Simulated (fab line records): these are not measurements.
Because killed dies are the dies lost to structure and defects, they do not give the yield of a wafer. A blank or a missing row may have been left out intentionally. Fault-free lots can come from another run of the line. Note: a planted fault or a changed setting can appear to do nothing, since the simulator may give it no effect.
Matching of chambers -- flow n5_finfet -- 4 sister chambers for N5_BEOL_M11_DESCUM_33 on rie_diel-01
The step chemistry O2, time 7.9 s. 20 wafers are shown with their chamber, then 10 later ones without.

WAFERS, EACH WITH ITS CHAMBER
wafer,chamber,throttle_valve_pct (%),showerhead_plenum_p_Torr (Torr),drypump_motor_current_A (A)
L075.1,3,20.4,2.15,5.7
L075.2,0,20.5,2.21,5.3
L075.3,1,19.9,2.05,6.0
L075.4,2,20.6,2.08,5.4
L075.5,2,20.6,2.08,5.4
L075.6,1,19.9,2.05,6.0
L077.2,3,20.3,2.15,5.7
L077.3,2,20.6,2.08,5.4
L077.5,3,20.4,2.15,5.7
L083.2,3,20.4,2.14,5.8
L083.3,0,20.5,2.21,5.3
L083.4,1,19.9,2.05,6.0
L087.1,2,20.6,2.07,5.4
L087.2,3,20.4,2.14,5.7
L087.3,0,20.5,2.20,5.3
L087.4,1,19.9,2.05,6.0
L087.5,3,20.4,2.14,5.7
L087.6,2,20.6,2.07,5.5
L089.2,2,20.6,2.07,5.5
L089.5,2,20.6,2.07,5.4

SIGNATURES (averages over the wafers above)
reading,chamber 0,chamber 1,chamber 2,chamber 3,scatter within a chamber
throttle_valve_pct,20.500,19.900,20.600,20.383,0.0228
showerhead_plenum_p_Torr,2.2067,2.0500,2.0743,2.1450,0.00493
drypump_motor_current_A,5.300,6.000,5.429,5.717,0.0376
Rule: a wafer lies at a distance from a chamber equal to the root of the sum of squares, over the readings, of (its reading less the chamber's mean, divided by the reading's scatter). If the next closest chamber is less than 2 further off than the closest, the wafer can't be placed; otherwise it belongs to the closest. The scatter is the square root of a quotient: the sum, over the shown wafers, of each reading's squared deviation from its chamber's mean, divided by wafers minus chambers.

WAFERS WITHOUT THEIR CHAMBER
wafer,throttle_valve_pct (%),showerhead_plenum_p_Torr (Torr),drypump_motor_current_A (A)
L089.6,19.9,2.04,6.0
L095.1,19.9,2.04,6.0
L095.2,20.6,2.07,5.4
L095.3,20.4,2.14,5.7
L095.4,20.5,2.20,5.3
L095.5,19.9,2.04,5.9
L095.6,20.5,2.20,5.4
L096.1,19.9,2.04,5.9
L096.2,20.5,2.20,5.3
L096.5,20.0,2.04,6.0

THE CHAMBER EACH PASSED THROUGH
wafer,from the rows above,in truth
L089.6,1,1
L095.1,1,1
L095.2,2,2
L095.3,3,3
L095.4,0,0
L095.5,1,1
L095.6,0,0
L096.1,1,1
L096.2,0,0
L096.5,1,1
10 of 10 placed correctly. Can't be placed from these rows: 0. 0 placed wrongly.
